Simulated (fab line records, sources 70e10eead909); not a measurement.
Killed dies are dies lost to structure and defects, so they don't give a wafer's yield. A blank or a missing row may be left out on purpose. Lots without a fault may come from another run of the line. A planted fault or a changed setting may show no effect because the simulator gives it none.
Which tool did it? | flow nand_harc | 12 lots, 36 wafers sampled, at 2 steps of a route of 1302

WHAT THE GAUGES READ, wafer by wafer
NHARC_P_M1_THK_MEAS_24: measures by xrf.
lot  | measured     | on            | thk_nm (nm)
L075 | day 6 16:27  | film_metro-01 | 158.8 158.4 159.3
L077 | day 7 09:55  | film_metro-02 | 157.2 157.6 155.5
L079 | day 8 11:08  | film_metro-02 | 159.6 156.6 158.2
L081 | day 9 07:24  | film_metro-02 | 157.2 157.6 156.4
L083 | day 10 00:47 | film_metro-01 | 158.2 156.5 159.6
L085 | day 10 19:58 | film_metro-01 | 157.9 158.8 157.9
L087 | day 11 20:21 | film_metro-01 | 156.9 160.8 161.1
L089 | day 12 10:31 | film_metro-01 | 155.9 154.5 155.6
L091 | day 13 05:31 | film_metro-01 | 156.2 159.0 159.7
L093 | day 14 05:07 | film_metro-01 | 159.3 159.5 158.5
L095 | day 15 16:04 | film_metro-02 | 155.1 158.3 158.0
L097 | day 16 04:02 | film_metro-01 | 161.9 159.2 155.6

WHICH TOOL RAN EACH LOT (tool, then ch and the chambers of the sampled wafers, then the start)
lot  | NHARC_P_M1_DEGAS_29
L075 | pvd_sputter-03, day 6 15:02
L077 | pvd_sputter-02, day 7 08:31
L079 | pvd_sputter-02, day 8 09:44
L081 | pvd_sputter-01, day 9 05:59
L083 | pvd_sputter-02, day 9 22:58
L085 | pvd_sputter-02, day 10 18:35
L087 | pvd_sputter-01, day 11 18:56
L089 | pvd_sputter-01, day 12 09:07
L091 | pvd_sputter-01, day 13 04:07
L093 | pvd_sputter-02, day 14 03:44
L095 | pvd_sputter-03, day 15 14:37
L097 | pvd_sputter-03, day 16 02:20
- NHARC_P_M1_DEGAS_29: time 60 s.

THE ANSWER, worked out from the rows above alone
Rule: what is usual is taken from the lots themselves. Put in order of their means at a reading, lots are off if they are a third of the lots or fewer, leave a main group of 4 or more, and stand apart from it by a gap of 3 or more times the standard deviation of the main group's means; of several such gaps the widest counts. A main group whose means are all the same, to the digits that the tables above print for the reading, isn't used. A lot without any number at a reading at which 4 lots or more have one is off too. The other lots that the step has rows for count as sound.
No lot is off at any reading shown: from this, nothing can be told.

WHAT THE SIMULATOR HAD PUT IN
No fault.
